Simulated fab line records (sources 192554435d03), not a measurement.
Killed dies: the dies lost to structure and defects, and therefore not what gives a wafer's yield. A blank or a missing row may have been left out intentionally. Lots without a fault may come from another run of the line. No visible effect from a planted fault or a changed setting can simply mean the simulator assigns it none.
A lot that was struck, set against a sound lot    flow n5 finfet    41 out of 1938 route steps
Sound: these wafers, L329.2, L329.3, L329.6. Struck: wafers L322.2, L322.3, L322.4. The cause is given at the end.
Order at every step that has rows: each side's tool, ch and its chambers, its first start. Under that, the readings that differ: sound wafers    struck wafers    difference of the means    sigmas: that difference in standard deviations of wafers without a fault.
alike: readings whose means differ by less than 2 such deviations, and words and numbers that are the same on both sides. not compared: withheld readings, readings that some wafer has no value for, bounds like >300 that may hide the same value, and numbers for which the record gives no deviation and whose values overlap.
The two part at a step that has a row with sigmas, a row that says differs or no value, or rows on one side only. Non-overlapping numbers with no deviation appear without sigmas and do not part them. A reading that every wafer of one side lacks parts them only if that side has two wafers or more.

first, 11 steps without rows for these wafers: N5_PMOS_HMC_CHANNEL_EPI_STRIP_33 (strips in N2/H2); N5_PMOS_HMC_CHANNEL_EPI_STRIP_17 (strips in SPM, time 750 s); N5_PMOS_HMC_CHANNEL_EPI_ETCH_38 (etches SiO2 in CF4, target depth 1.5 nm); N5_PMOS_HMC_CHANNEL_EPI_FIN_RECESS_16 (chemistry HBr/Cl2, target Si, target depth 54 nm, time 18 s); N5_PMOS_HMC_CHANNEL_EPI_PRECLEAN_36 (cleans in O3/DIW, time 45 s); N5_PMOS_HMC_CHANNEL_EPI_PRECLEAN_18 (cleans in DHF, time 30 s); N5_PMOS_HMC_CHANNEL_EPI_SRD_19 (time 30 s); N5_PMOS_HMC_CHANNEL_EPI_EPI_20 (deposits SiGe30, target thk 59 nm); N5_PMOS_HMC_CHANNEL_EPI_HM_STRIP_35 (strips SiO2 in dHF, material SiO2, target depth 39.6 nm, time 216 s); N5_PMOS_HMC_CHANNEL_EPI_SRD_39 (time 30 s); N5_PMOS_HMC_CHANNEL_EPI_CMP_21 (polishes SiGe30, target thk 54 nm).
N5_PMOS_HMC_CHANNEL_EPI_PRECLEAN_40: cleans in DHF, time 30 s.
  sound on wet bench-02 ch 3,5,6, day 7 07:50; struck on wet bench-03 ch 3,4,5, day 5 14:18
then, 4 steps without rows for these wafers: N5_PMOS_HMC_CHANNEL_EPI_PRECLEAN_37 (cleans in O3/DIW, time 45 s); N5_PMOS_HMC_CHANNEL_EPI_PRECLEAN_24 (cleans in DHF, time 30 s); N5_PMOS_HMC_CHANNEL_EPI_SRD_25 (time 30 s); N5_PMOS_HMC_CHANNEL_EPI_EPI_26 (deposits Si from SiH4/H2, target thk 3.8 nm, time 22.7 s).
N5_PMOS_HMC_CHANNEL_EPI_INSPECT_30: inspects for defects (darkfield).
  struck on defect inspect-02, day 5 14:52; sound on defect inspect-02, day 7 08:23
reading           sound    struck       difference  sigmas
raw defect count  31 12 8  328 288 285  +283        +44
then, 19 steps without rows for these wafers: N5_FIN_SAQP_PRECLEAN_42 (cleans in O3/DIW, time 60 s); N5_FIN_SAQP_PRECLEAN_00 (cleans in SC1, time 60 s); N5_FIN_SAQP_PRECLEAN_44 (cleans in SC2, time 45 s); N5_FIN_SAQP_SRD_01 (time 30 s); N5_FIN_SAQP_ALD_61 (deposits SiO2, target thk 4 nm, pulse time 1 s, purge time 2 s); N5_FIN_SAQP_DENSIFY_62 (time 60 s); N5_FIN_SAQP_HM_DEP_03 (deposits SiNx from SiH4/NH3/N2, target thk 38 nm, time 33.6 s); N5_FIN_SAQP_PECVD_47 (deposits a-Si from SiH4/He, target thk 45 nm, time 36.3 s); N5_FIN_SAQP_PECVD_48 (deposits SiNx from SiH4/NH3/N2, target thk 25 nm, time 22.1 s); N5_FIN_SAQP_PECVD_06 (deposits a-Si from SiH4/He, target thk 60 nm, time 48.1 s); N5_FIN_SAQP_HM_DEP_72 (deposits SiO2 from SiH4/N2O, target thk 12 nm, time 7.2 s); N5_FIN_SAQP_COAT_49 (time 60 s, resist thk 100 nm); N5_FIN_SAQP_COAT_50 (time 60 s, resist thk 35 nm); N5_FIN_SAQP_COAT_10 (resist thk 90 nm); N5_FIN_SAQP_EBR_12; N5_FIN_SAQP_SOFTBAKE_11 (time 60 s); N5_FIN_SAQP_EXPOSE_13 (exposes mask FIN CORE, target cd 35.6 nm); N5_FIN_SAQP_PEB_14 (peb time 60 s); N5_FIN_SAQP_DEVELOP_15 (develop time 30 s).
N5_FIN_SAQP_INSPECT_40: inspects for defects (brightfield).
  struck on defect inspect-01, day 5 21:03; sound on defect inspect-01, day 7 17:31
reading           sound        struck       difference  sigmas
raw defect count  237 247 290  561 526 486  +266        +5
N5_FIN_CUT_INSPECT_10: inspects for defects (brightfield).
  struck on defect inspect-02, day 5 21:28; sound on defect inspect-01, day 7 18:01
reading           sound     struck       difference  sigmas
raw defect count  36 39 34  361 316 316  +295        +29
N5_FIN_CUT_INSPECT_17: inspects for defects (brightfield).
  struck on defect inspect-01, day 5 22:25; sound on defect inspect-01, day 7 19:20
reading           sound        struck       difference  sigmas
raw defect count  244 252 258  538 511 484  +260        +5
-- here the record skips 6 days between the struck wafers' starts before and after, leaving off in module FIN_CUT and picking up in module BEOL_M4 (first step shown: number 1111 of the route) --
N5_BEOL_M4_RC_MEAS_101:
  sound on prober-01 ch 0, day 13 20:19; struck on prober-01 ch 0, day 11 16:14
  alike: DIBL_N, DIBL_P, IOFF_N, IOFF_P, ION_N, ION_P, SS_N, SS_P, VT_N, VT_P
-- a jump in the record: the struck wafers' starts before and after are 4 days apart (it breaks off in module BEOL_M4 and resumes in module PASSIVATION, where the first step shown is number 1936 of the route) --
N5_PASSIVATION_PROBE_49:
  rows exist in the record for the struck wafers here (prober-01, day 15 20:28), but not for the sound ones

== WHERE THEY PART ==
At N5_PMOS_HMC_CHANNEL_EPI_INSPECT_30 first; at N5_PASSIVATION_PROBE_49 last (within this record only).

WHY: the cause the simulator had injected
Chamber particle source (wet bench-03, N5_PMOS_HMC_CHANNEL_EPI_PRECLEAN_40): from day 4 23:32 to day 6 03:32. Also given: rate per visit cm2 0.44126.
